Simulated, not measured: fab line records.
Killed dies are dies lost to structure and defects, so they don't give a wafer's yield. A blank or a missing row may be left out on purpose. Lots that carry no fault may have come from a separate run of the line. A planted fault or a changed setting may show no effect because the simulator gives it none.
Which tool is to blame? || flow nand-harc || 33 wafers sampled from 11 lots at 1 step of a route of 1302

WHAT THE GAUGES SHOWED, per wafer
NHARC_A_SOURCE_PLATE_INSPECT_08.
{"lot": "L076", "measured": "day 8 17:46", "on": "defect-inspect-01", "raw-defect-count": "137 101 75"}
{"lot": "L077", "measured": "day 9 02:34", "on": "defect-inspect-02", "raw-defect-count": "36 52 56"}
{"lot": "L079", "measured": "day 10 01:52", "on": "defect-inspect-02", "raw-defect-count": "82 55 54"}
{"lot": "L081", "measured": "day 10 15:50", "on": "defect-inspect-01", "raw-defect-count": "42 24 26"}
{"lot": "L084", "measured": "day 11 15:37", "on": "defect-inspect-01", "raw-defect-count": "53 41 47"}
{"lot": "L086", "measured": "day 12 17:41", "on": "defect-inspect-02", "raw-defect-count": "74 56 79"}
{"lot": "L088", "measured": "day 13 16:23", "on": "defect-inspect-01", "raw-defect-count": "31 48 48"}
{"lot": "L090", "measured": "day 14 09:01", "on": "defect-inspect-01", "raw-defect-count": "86 53 64"}
{"lot": "L092", "measured": "day 15 06:08", "on": "defect-inspect-02", "raw-defect-count": "70 85 107"}
{"lot": "L094", "measured": "day 16 01:21", "on": "defect-inspect-01", "raw-defect-count": "92 40 26"}
{"lot": "L096", "measured": "day 17 00:15", "on": "defect-inspect-02", "raw-defect-count": "90 44 65"}

EACH LOT AND THE TOOL THAT RAN IT (in order: tool; ch and the chambers of the sampled wafers; start)
Record: no process step prior to these readings.

THE ANSWER, worked out from the rows above alone
Rule: what is usual is taken from the lots themselves. Put in order of their means at a reading, lots are off if they are a third of the lots or fewer, leave a main group of 4 or more, and stand apart from it by a gap of 3 or more times the standard deviation of the main group's means; of several such gaps the widest counts. Not used: any main group whose means are identical at the precision the tables above print for the reading. Also off: a lot with no number at a reading for which 4 or more lots have one. All remaining lots with rows at the step are treated as sound.
Nothing can be told from this: no lot is off at any reading shown.

WHAT THE SIMULATOR HAD PUT IN
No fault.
